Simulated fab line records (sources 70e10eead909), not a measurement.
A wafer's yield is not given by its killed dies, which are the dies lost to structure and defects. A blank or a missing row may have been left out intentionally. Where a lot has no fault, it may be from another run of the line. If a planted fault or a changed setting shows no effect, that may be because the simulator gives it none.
Struck lot and sound lot, side by side | flow nandHarc | 15 steps out of a route of 1302
Sound: wafers L176.1, L176.3, L176.5. Struck: wafers L185.2, L185.5 (left out: L185.4, a lot-mate that was not struck); the cause follows at the end.
Per side, at each step with rows, come the tool, then ch with its chambers, and then its first start. Under that, the readings that differ: sound wafers | struck wafers | difference of the means | sigmas: that difference in standard deviations of wafers without a fault.
alike: a reading whose means differ by less than 2 such deviations, as well as words and numbers matching on both sides. not compared: withheld readings; readings where some wafer has no value; bounds like >300 that might hide an equal value; numbers whose values overlap and for which the record gives no deviation.
Wherever a step has rows on one side only, a row that says differs or no value, or a row with sigmas, the two part there. Non-overlapping numbers with no deviation appear without sigmas and do not part them. Lack of a reading on every wafer of one side parts them only where that side has two or more wafers.

first, 2 steps without rows for these wafers: NHARC_A_CONTACT_STRIP_100 (strips in CF4/CHF3); NHARC_A_CONTACT_STRIP_101 (strips in O2/COS).
NHARC_A_CONTACT_ETCH_102: etches the open film in CF4/O2, target depth 100 nm, overetch 10 nm, time 55 s.
  sound on rieDiel-08 ch 0,1,2, day 27 05:16; struck on rieDiel-01 ch 2, day 30 09:25
  alike: drypumpMotorCurrentA, o2FlowSccm, oes_ar_750_au, oesProductAu, rfVppV, showerheadPlenumPTorr, throttleValvePct
  not compared: rfHoursCounterH
NHARC_A_CONTACT_STRIP_55: strips in O2.
  sound: rieDiel-08 ch 0,1,2; struck: rieDiel-01 ch 1,3
  alike: drypumpMotorCurrentA, o2FlowSccm, oesProductAu, rfVppV, showerheadPlenumPTorr, throttleValvePct
  not compared: rfHoursCounterH
then, 1 step without rows for these wafers: NHARC_A_CONTACT_STRIP_56 (strips in post etch residue remover, time 600 s).
NHARC_A_CONTACT_DEP_57: deposits aC, target thk 5300 nm.
  sound on aclDep-03 ch 0, day 27 08:59; struck on aclDep-01 ch 0, day 30 10:43
reading            | sound | struck        | difference                   | sigmas
susceptorTempC (C) | - - - | 399.69 399.95 | no value on the sound wafers | 
  alike: throttleValvePct
NHARC_A_CONTACT_DEP_58: deposits SiON, target thk 90 nm.
  sound on pecvd-01 ch 0,2, day 27 12:15; struck on pecvd-03 ch 0,2, day 30 13:26
  alike: heaterPowerW, susceptorTempC
then, 5 steps without rows for these wafers: NHARC_A_CONTACT_DEHYDRATE_59 (time 120 s); NHARC_A_CONTACT_HMDS_60 (time 30 s); NHARC_A_CONTACT_COAT_61 (time 75 s); NHARC_A_CONTACT_COAT_62 (time 65 s); NHARC_A_CONTACT_COAT_63 (resist thk 90 nm).
NHARC_A_CONTACT_SOFTBAKE_64: time 55 s.
  sound on lithoTrack-04 ch 0, day 27 12:00; struck on lithoTrack-04 ch 0, day 30 13:00
reading               | sound                | struck        | difference                    | sigmas
heaterPowerTotalW (W) | 188.23 188.48 188.41 | 323.34 323.24 | +134.92                       | +99 or more
plateTempC (C)        | 104.88 105.03 105.03 | - -           | no value on the struck wafers | 
  alike: chillPlateTempC
following that, these wafers have no rows for 1 step: NHARC_A_CONTACT_EBR_65.
-- record jumps: 3 days between struck wafers' starts before vs after; left off in module A_CONTACT, resumes in module END, first step shown is number 1302 of the route --
NHARC_END_SORT_01:
  sound on prober-02 ch 0, day 30 00:28; struck on prober-02 ch 0, day 33 06:38
  alike: killedAtArray, killedAtOther, killedAtPeriphery, killedDies, killedOpen, killedShort

== WHERE THEY PART ==
Last at NHARC_A_CONTACT_SOFTBAKE_64 as far as this record goes, first at NHARC_A_CONTACT_DEP_57. Later steps at which nothing parts them and some readings are alike: NHARC_END_SORT_01.

WHY: what had been put in by the simulator
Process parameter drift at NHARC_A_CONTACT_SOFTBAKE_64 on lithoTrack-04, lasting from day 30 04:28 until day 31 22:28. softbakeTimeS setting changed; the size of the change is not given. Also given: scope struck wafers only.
